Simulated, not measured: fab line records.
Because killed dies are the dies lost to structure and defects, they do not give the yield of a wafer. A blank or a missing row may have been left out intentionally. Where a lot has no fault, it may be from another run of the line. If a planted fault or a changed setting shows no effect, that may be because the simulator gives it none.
fab line records	flow n5Finfet
record lots=10	wafers=30	lastDay=17
route steps=1938 shown HKMG_FIN@414 BEOL_M4@1104 BEOL_M5@1116 PASSIVATION@1936
lots with no fault: from the same line, run without faults
startH: hours from the record's first day to the start of the lot's first wafer shown	waitH: hours since the lot's step before	" unchanged from the row above	L1.1+2: several wafers, shown together as one row	- value missing, or start not given	* or withheld: withheld	< > ~ a bound
route shown NAME@n: NAME is a module with steps in the file, n the number in the route of the first one	usual: mean/standard deviation of fault-free wafers	same: alike in all rows	chamber/n: place in a boat	sites: each site's reading	_std_site: their standard deviation	_edge_site: mean of outer sites minus mean of inner sites	radiusMm: how far each site lies from the wafer's centre	mask NAME#n: copy n	behind: the most recent tool/chamber to have shaped the wafer	hold: the reason the lot was held/the length of the hold in hours/how it ended	device: whichever transistor did not switch (one of n, p or np)	end of line: tests of these same wafers at the route's end	where a step has no rows: the recipe by itself	killed: dies that structure and defects cost at the first sort, which is not the same as the wafer's yield	map: shows each die of a wafer: x if killed, . if not, _ if none is there
set.NAME: the setting as run; set.NAME@STEP: as run at that earlier step	model.NAME: the simulator's own value behind a step, which no gauge read
one table for each step of the route and one row for each wafer, over a sample of lots
services: the hour from which a tool's chamber was out of use, counted from the record's first day as startH (under 0 if before that day), plus the number of hours and why
## steps
# step N5_HKMG_FIN_RTA_80
# recipe tempC=withheld	timeS=2	ambient=N2	idleTempC=600	rampUpCPerS=150	rampDownCPerS=60	coolToC=600
lot.wafer	tool	chamber	startH	waitH
L658.3+4+5	rtpAnneal-01	0	78.19	0.3
L660.1+3+5	rtpAnneal-01	0	91.60	0.1
L661.4+5+6	rtpAnneal-02	0	102.13	0.1
L662.2+3+6	rtpAnneal-02	0	105.49	0.1
L663.2+3+5	rtpAnneal-01	0	114.91	0.1
L664.1+3+6	rtpAnneal-01	0	119.49	0.1
L667.2+5+6	rtpAnneal-01	0	140.89	0.1
L668.3+4+6	rtpAnneal-01	0	149.46	0.1
L676.1+2+6	rtpAnneal-01	0	190.44	0.2
L677.1+2+6	rtpAnneal-01	0	197.83	0.1
# step N5_BEOL_M4_THK_MEAS_53
# recipe thkMeasGauge=xrf	reads=Cu_of_BEOL_M4_ECD_50
# usual M4_THK=39.0/1.4
lot.wafer	tool	chamber	startH	waitH	M4_THK[nm]
L658.3	filmMetro-02	-	183.21	-	36.0
L658.4	"	-	"	"	39.3
L658.5	"	-	"	"	38.4
L660.1	filmMetro-01	-	188.81	-	39.8
L660.3	"	-	"	"	39.7
L660.5	"	-	"	"	38.0
L661.4	filmMetro-02	-	190.87	-	39.9
L661.5	"	-	"	"	38.6
L661.6	"	-	"	"	38.9
L662.2	filmMetro-01	-	191.25	-	40.2
L662.3	"	-	"	"	39.7
L662.6	"	-	"	"	40.7
L663.2	filmMetro-02	-	209.50	-	39.6
L663.3	"	-	"	"	36.5
L663.5	"	-	"	"	36.5
L664.1	filmMetro-01	-	212.30	-	40.0
L664.3	"	-	"	"	36.6
L664.6	"	-	"	"	38.9
L667.2	filmMetro-01	-	237.79	-	38.9
L667.5	"	-	"	"	38.4
L667.6	"	-	"	"	36.3
L668.3	filmMetro-01	-	239.71	-	37.6
L668.4	"	-	"	"	35.7
L668.6	"	-	"	"	39.1
L676.1	filmMetro-02	-	284.65	-	37.3
L676.2	"	-	"	"	36.4
L676.6	"	-	"	"	39.4
L677.1	filmMetro-02	-	293.33	-	38.3
L677.2	"	-	"	"	40.2
L677.6	"	-	"	"	37.8
# step N5_BEOL_M4_PRE_CLEAN_60
# recipe gas=NH3/H2	timeS=15	tempC=*	rfPowerW=300
# usual heaterPowerW=77/11	rfFwdPowerW=297.2/1
lot.wafer	tool	chamber	startH	waitH	heaterPowerW	rfFwdPowerW
L658.3	cvdCo-01	1	183.24	0.0	59	295.8
L658.4	"	0	"	"	96	296.2
L658.5	"	1	"	"	58	296.1
L660.1	cvdCo-01	0	188.85	0.0	93	297.4
L660.3	"	2	"	"	74	298.5
L660.5	"	1	"	"	60	297.8
L661.4	cvdCo-02	2	190.92	0.1	72	297.8
L661.5	"	0	"	"	77	296.0
L661.6	"	1	"	"	83	295.2
L662.2	cvdCo-02	1	191.29	0.0	85	296.9
L662.3	"	2	"	"	73	296.5
L662.6	"	1	"	"	80	296.6
L663.2	cvdCo-02	2	209.54	0.0	72	296.1
L663.3	"	1	"	"	85	298.0
L663.5	"	2	"	"	75	296.9
L664.1	cvdCo-02	2	212.33	0.0	72	297.8
L664.3	"	0	"	"	77	297.4
L664.6	"	1	"	"	87	297.1
L667.2	cvdCo-01	2	237.82	0.0	74	298.1
L667.5	"	1	"	"	57	298.8
L667.6	"	0	"	"	92	295.3
L668.3	cvdCo-02	2	239.74	0.0	74	296.1
L668.4	"	2	"	"	73	295.8
L668.6	"	0	"	"	79	296.6
L676.1	cvdCo-01	1	284.69	0.0	60	296.6
L676.2	"	0	"	"	93	296.3
L676.6	"	0	"	"	95	296.0
L677.1	cvdCo-02	2	293.37	0.0	73	297.5
L677.2	"	0	"	"	76	297.5
L677.6	"	2	"	"	74	297.3
# step N5_BEOL_M4_RC_MEAS_101
# usual DIBL_N=36.3/1.4	DIBL_P=35.7/1.5	IOFF_N=0.155/0.022	IOFF_P=0.204/0.027	IOFF_P_85C=3.6/0.4	IOFF_P_LIN=0.098/0.011	IOFF_P_LONG=0.000105/8.6e-06	ION_N=671/9	ION_P=459/6.2	SS_N=71.5/0.54	SS_P=73.1/0.56	VT_N=250.2/2.6	VT_N_LVT=98.8/2.7	VT_P=-251/3.3	VT_P_LONG=-275.9/2.9
lot.wafer	tool	chamber	startH	waitH	DIBL_N[mV/V]	DIBL_P[mV/V]	IOFF_N[nA/um]	IOFF_P[nA/um]	IOFF_P_85C[nA/um]	IOFF_P_LIN[nA/um]	IOFF_P_LONG[nA/um]	ION_N[uA/um]	ION_P[uA/um]	SS_N[mV/dec]	SS_P[mV/dec]	VT_N[mV]	VT_N_LVT[mV]	VT_P[mV]	VT_P_LONG[mV]
L658.3	prober-02	0	183.83	0.3	37.2	36.6	0.163	0.231	4.0	0.110	0.000115	675	466	71.6	73.9	247.0	97.9	-247	-274.1
L658.4	"	0	"	"	35.4	34.2	0.129	0.187	3.3	0.093	0.000106	664	461	70.4	73.0	253.1	101.9	-248	-272.8
L658.5	"	0	"	"	34.5	32.8	0.117	0.180	3.2	0.093	0.000115	659	458	70.5	72.1	252.6	103.0	-250	-271.4
L660.1	prober-02	0	189.13	0.0	35.0	34.9	0.137	0.171	3.0	0.084	0.000102	663	453	70.7	72.3	250.8	99.0	-255	-278.7
L660.3	"	0	"	"	36.4	36.8	0.176	0.195	3.3	0.093	0.000101	682	464	71.5	73.4	245.6	93.7	-254	-279.9
L660.5	"	0	"	"	38.2	38.8	0.212	0.222	3.7	0.100	9.6e-05	686	456	71.1	73.6	243.2	92.0	-252	-278.7
L661.4	prober-02	0	191.64	0.5	36.2	35.2	0.150	0.229	4.0	0.111	0.000119	666	468	71.1	73.1	252.7	98.5	-247	-272.9
L661.5	"	0	"	"	34.4	33.4	0.129	0.214	3.7	0.106	0.000122	670	471	70.6	72.0	251.9	100.7	-250	-270.5
L661.6	"	0	"	"	36.4	34.8	0.161	0.235	4.0	0.112	0.000112	667	461	70.9	73.4	248.3	98.2	-247	-272.0
L662.2	prober-01	0	192.17	0.6	37.8	37.2	0.193	0.243	4.1	0.115	0.000108	674	465	71.1	74.0	246.9	94.0	-246	-274.8
L662.3	"	0	"	"	35.7	35.6	0.148	0.210	3.6	0.104	0.000114	670	464	70.6	73.3	250.1	98.9	-248	-274.2
L662.6	"	0	"	"	36.8	37.0	0.185	0.239	4.1	0.113	0.000118	691	470	71.4	73.5	247.2	94.0	-246	-272.6
L663.2	prober-01	0	209.97	0.2	39.1	38.6	0.197	0.257	4.4	0.114	0.000107	682	466	72.3	73.6	247.3	95.4	-245	-275.5
L663.3	"	0	"	"	38.6	37.1	0.182	0.242	4.1	0.109	0.000109	665	454	71.6	74.0	248.6	96.6	-246	-275.9
L663.5	"	0	"	"	38.9	37.1	0.195	0.238	4.1	0.108	0.000108	678	458	73.4	73.4	250.4	97.0	-249	-275.2
L664.1	prober-01	0	212.61	0.0	35.3	35.5	0.133	0.177	3.2	0.089	0.0001	677	462	70.9	72.4	253.2	103.8	-255	-281.7
L664.3	"	0	"	"	36.1	35.9	0.149	0.185	3.3	0.090	9.3e-05	661	451	71.3	73.4	251.9	102.2	-255	-278.0
L664.6	"	0	"	"	36.7	35.6	0.151	0.174	3.1	0.087	9e-05	668	447	71.6	72.5	252.9	100.6	-258	-278.4
L667.2	prober-01	0	238.25	0.2	37.1	37.5	0.163	0.199	3.5	0.094	9.5e-05	676	461	72.0	73.3	248.6	98.8	-251	-279.8
L667.5	"	0	"	"	36.2	36.3	0.154	0.191	3.3	0.092	9.8e-05	679	459	71.6	73.1	250.6	98.8	-253	-280.6
L667.6	"	0	"	"	36.8	37.2	0.159	0.209	3.6	0.097	9.4e-05	664	455	71.5	73.6	250.3	99.8	-253	-279.3
L668.3	prober-01	0	240.33	0.3	38.0	37.9	0.180	0.227	3.9	0.103	9.9e-05	677	463	71.9	73.6	247.7	92.9	-250	-276.4
L668.4	"	0	"	"	35.7	35.1	0.140	0.175	3.1	0.086	0.0001	677	456	71.7	73.2	252.3	97.8	-255	-276.1
L668.6	"	0	"	"	35.8	35.1	0.141	0.172	3.1	0.084	9.5e-05	655	449	71.4	72.9	253.1	97.8	-254	-280.2
L676.1	prober-02	0	284.96	0.0	38.7	38.3	0.194	0.109	2.1	0.052	7.1e-05	685	437	71.9	72.7	247.1	72.8	-269	-297.1
L676.2	"	0	"	"	36.3	36.8	0.158	0.213	3.7	0.102	0.000107	671	460	71.3	73.0	251.5	99.5	-249	-275.3
L676.6	"	0	"	"	35.9	36.0	0.143	0.194	3.5	0.092	0.000107	663	457	71.1	72.4	253.7	101.4	-251	-275.1
L677.1	prober-01	0	293.64	0.0	38.4	36.7	0.181	0.097	1.9	0.047	6.5e-05	684	431	71.7	72.9	248.9	73.9	-273	-295.6
L677.2	"	0	"	"	34.7	33.2	0.120	0.159	2.8	0.080	0.000101	655	450	72.0	72.7	253.5	101.2	-254	-279.5
L677.6	"	0	"	"	37.8	37.7	0.188	0.224	3.8	0.101	0.000103	682	464	71.5	73.9	245.5	95.4	-251	-278.2
# step N5_BEOL_M5_HM_DEP_02
# recipe material=TiN	targetThkA=200	tempC=25	chamberPressurePa=0.49996
# usual chamberPressurePa=0.5000/0.0011	throttleValvePct=30.4/0.77
lot.wafer	tool	chamber	startH	waitH	chamberPressurePa	throttleValvePct
L658.3	pvdSputter-02	-	185.90	0.7	0.5024	30.7
L658.4	"	-	"	"	0.4973	29.9
L658.5	"	-	"	"	0.5003	28.9
L660.1	pvdSputter-01	-	194.52	3.3	0.4996	30.4
L660.3	"	-	"	"	0.4986	30.6
L660.5	"	-	"	"	0.4990	31.0
L661.4	pvdSputter-01	-	194.96	1.7	0.4999	30.8
L661.5	"	-	"	"	0.4991	30.0
L661.6	"	-	"	"	0.5016	29.7
L662.2	pvdSputter-02	-	195.86	2.3	0.4996	29.1
L662.3	"	-	"	"	0.4988	29.5
L662.6	"	-	"	"	0.5001	29.0
L663.2	pvdSputter-01	-	212.03	0.6	0.5025	30.3
L663.3	"	-	"	"	0.4990	29.7
L663.5	"	-	"	"	0.5011	29.7
L664.1	pvdSputter-01	-	215.69	0.9	0.4999	30.8
L664.3	"	-	"	"	0.5000	29.6
L664.6	"	-	"	"	0.4998	30.4
L667.2	pvdSputter-03	-	241.78	2.1	0.5013	31.4
L667.5	"	-	"	"	0.5000	30.6
L667.6	"	-	"	"	0.5016	31.8
L668.3	pvdSputter-03	-	242.28	0.7	0.5007	31.8
L668.4	"	-	"	"	0.4993	30.6
L668.6	"	-	"	"	0.4977	31.2
L676.1	pvdSputter-03	-	287.68	1.1	0.4992	31.0
L676.2	"	-	"	"	0.5000	30.5
L676.6	"	-	"	"	0.5009	30.4
L677.1	pvdSputter-02	-	295.30	0.1	0.5000	29.6
L677.2	"	-	"	"	0.5006	30.9
L677.6	"	-	"	"	0.4991	31.2
# step N5_PASSIVATION_PROBE_49
# usual defectLimitedYield=91.0/1.5	killed_at_M0_to_M3=36/12	killed_at_M4_up=14/5.5	killedAtContacts=11/4.8	killedAtFrontEnd=42/12	killedAtOther=3.7/2.7	killedDies=106/18	killedOnRim=13/4.5	killedOpen=70/13	killedShort=35/8.2	sort_bin_5_function=5.3/1	sort_bin_6_memory=3.3/0.69	sort_bin_8_speed=0.00/0.007	sortNPass=1074/18	sortYieldPct=91.0/1.5
# same grossDies=1180	killedAtBackSide=0	sort_bin_4_leakage[%]=0
lot.wafer	tool	chamber	startH	waitH	defectLimitedYield[%]	killed_at_M0_to_M3	killed_at_M4_up	killedAtContacts	killedAtFrontEnd	killedAtOther	killedDies	killedOnRim	killedOpen	killedShort	sort_bin_5_function[%]	sort_bin_6_memory[%]	sort_bin_8_speed[%]	sortNPass	sortYieldPct[%]
L667.2	prober-01	-	339.86	0.1	90.0	41	14	8	52	3	118	9	70	47	6.2	3.3	0	1062	90.0
L667.5	prober-01	-	340.01	0.2	91.1	54	11	3	35	2	105	14	61	44	4.7	3.9	0	1075	91.1
L667.6	prober-01	-	340.06	0.3	91.9	41	10	8	34	3	96	14	56	40	3.6	4.0	0	1084	91.9
L676.1	prober-01	-	399.64	0.0	89.4	44	13	6	54	8	125	19	81	44	6.2	4.2	3.47	1014	85.9
L676.2	prober-01	-	399.69	0.1	90.2	40	15	19	42	0	116	20	75	41	5.8	3.6	0	1064	90.2
L676.6	prober-01	-	399.89	0.3	89.3	48	14	9	51	4	126	11	87	39	6.8	3.6	0	1054	89.3
L677.1	prober-01	-	401.25	0.0	91.7	48	13	3	31	3	98	13	63	35	5.8	2.4	10.08	963	81.6
L677.2	prober-01	-	401.30	0.1	90.8	31	8	7	61	1	108	15	64	42	4.8	4.1	0	1072	90.8
L677.6	prober-01	-	401.50	0.3	87.5	56	17	8	63	4	148	21	103	44	7.9	4.2	0	1032	87.5
# killed by level:class
L667.2 DUMMY_GATE:geometricParticle:open=12 BEOL_M0:geometricParticle:open=10 BEOL_M0_SAQP:geometricParticle:short=9 FIN_SAQP:geometricParticle:open=8 BEOL_M2:geometricParticle:open=8 DUMMY_GATE:geometricParticle:short=7 BEOL_M2:geometricParticle:short=6 FIN_SAQP:geometricParticle:short=5
L667.5 BEOL_M0_SAQP:geometricParticle:short=23 BEOL_M0_SAQP:geometricParticle:open=14 FIN_SAQP:geometricParticle:open=13 STI_FIN_REVEAL:geometricParticle:open=6 BEOL_M3:geometricParticle:open=6 BEOL_M2:geometricParticle:short=5 DUMMY_GATE:geometricParticle:open=4 FIN_SAQP:geometricParticle:short=3
L667.6 BEOL_M0_SAQP:geometricParticle:short=12 GATE_CUT:geometricParticle:short=10 BEOL_M2:geometricParticle:open=9 FIN_SAQP:geometricParticle:open=8 BEOL_M0_SAQP:geometricParticle:open=8 MOL_CONTACT_COAG:geometricParticle:open=6 STARTING-WAFER:geometricParticle:short=4 BEOL_M11:geometricParticle:open=4
L676.1 STI_FIN_REVEAL:geometricParticle:open=12 FIN_SAQP:geometricParticle:open=11 FIN_SAQP:geometricParticle:short=9 BEOL_M0_SAQP:geometricParticle:short=7 BEOL_M0_SAQP:geometricParticle:open=7 BEOL_M2:geometricParticle:open=7 MOL_CONTACT_COAG:geometricParticle:open=6 ILD0:geometricParticle:short=5
L676.2 MOL_CONTACT_COAG:geometricParticle:open=15 BEOL_M0_SAQP:geometricParticle:open=9 FIN_SAQP:geometricParticle:open=8 BEOL_M0_SAQP:geometricParticle:short=8 FIN_SAQP:geometricParticle:short=7 STI_FIN_REVEAL:geometricParticle:open=7 BEOL_M1:geometricParticle:open=6 STI_FIN_REVEAL:geometricParticle:short=5
L676.6 BEOL_M2:geometricParticle:open=15 FIN_SAQP:geometricParticle:open=11 BEOL_M1:geometricParticle:open=10 MOL_CONTACT_COAG:geometricParticle:open=6 BEOL_M5:geometricParticle:open=6 STI_FIN_REVEAL:geometricParticle:open=5 GATE_CUT:geometricParticle:short=5 BEOL_M0_SAQP:geometricParticle:open=5
L677.1 BEOL_M0_SAQP:geometricParticle:short=14 FIN_SAQP:geometricParticle:open=10 STI_FIN_REVEAL:geometricParticle:open=7 BEOL_M1:geometricParticle:open=7 BEOL_M4:geometricParticle:open=6 BEOL_M3:geometricParticle:open=6 FIN_SAQP:geometricParticle:short=5 BEOL_M0_SAQP:geometricParticle:open=5
L677.2 FIN_SAQP:geometricParticle:open=16 FIN_SAQP:geometricParticle:short=14 STI_FIN_REVEAL:geometricParticle:open=11 BEOL_M0_SAQP:geometricParticle:short=9 BEOL_M0_SAQP:geometricParticle:open=6 BEOL_M4:geometricParticle:open=5 BEOL_M0:geometricParticle:open=4 MOL_CONTACT_COAG:geometricParticle:open=4
L677.6 FIN_SAQP:geometricParticle:open=18 STI_FIN_REVEAL:geometricParticle:open=14 BEOL_M2:geometricParticle:open=14 BEOL_M0_SAQP:geometricParticle:open=10 BEOL_M4:geometricParticle:open=10 FIN_SAQP:geometricParticle:short=8 BEOL_M0_SAQP:geometricParticle:short=7 DUMMY_GATE:geometricParticle:open=6
## services
tool	chamber	startH	hours	kind
pvdSputter-01	-	64.62	4.3	repair
cvdCo-02	2	93.85	3.5	repair
cvdCo-02	1	114.67	-	clean
cvdCo-02	1	114.67	22.0	scheduledDown
cvdCo-02	1	114.67	22.0	ventCycle
cvdCo-01	0	115.38	4.7	repair
cvdCo-01	-	120.51	0.3	repair
cvdCo-01	1	131.97	11.3	repair
cvdCo-01	2	137.86	8.4	repair
cvdCo-01	-	165.80	3.2	repair
cvdCo-01	-	171.90	2.5	repair
rtpAnneal-01	-	217.81	1.1	pm
cvdCo-01	2	245.84	12.5	repair
cvdCo-01	-	262.09	4.3	pm
## key
firstSign step=N5_BEOL_M4_RC_MEAS_101	reading=VT_N_LVT	direction=down	sigmas=9.4	usual=98.8	struck=73.3
effect step=N5_BEOL_M4_RC_MEAS_101	reading=VT_P_LONG	direction=down	sigmas=7	usual=-275.9	struck=-296.3
effect step=N5_BEOL_M4_RC_MEAS_101	reading=VT_P	direction=down	sigmas=6	usual=-251	struck=-271
effect step=N5_BEOL_M4_RC_MEAS_101	reading=IOFF_P_LIN	direction=down	sigmas=4.4	usual=0.098	struck=0.049
effect step=N5_BEOL_M4_RC_MEAS_101	reading=IOFF_P_LONG	direction=down	sigmas=4.3	usual=0.000105	struck=6.8e-05
effect step=N5_BEOL_M4_RC_MEAS_101	reading=ION_P	direction=down	sigmas=4.1	usual=459	struck=434
effect step=N5_BEOL_M4_RC_MEAS_101	reading=IOFF_P_85C	direction=down	sigmas=3.8	usual=3.6	struck=2.0
effect step=N5_BEOL_M4_RC_MEAS_101	reading=IOFF_P	direction=down	sigmas=3.7	usual=0.204	struck=0.103
effect step=N5_PASSIVATION_PROBE_49	reading=sort_bin_8_speed	direction=up	sigmas=80	usual=0.00	struck=6.78
metAt N5_HKMG_FIN_RTA_80
struckLots L676,L677
struckWafers L676.1,L677.1
notActingAt N5_BEOL_M4_THK_MEAS_53,N5_BEOL_M4_PRE_CLEAN_60,N5_BEOL_M5_HM_DEP_02
onsetBetween 149.46 190.44
fault kind=processParameterDrift	tool=rtpAnneal-01	chamber=-	onsetH=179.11	steps=N5_HKMG_FIN_RTA_80	channel=timeS	offset=*	shape=step	endH=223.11	scope=struckWafersOnly	actsIn=*	stated=*
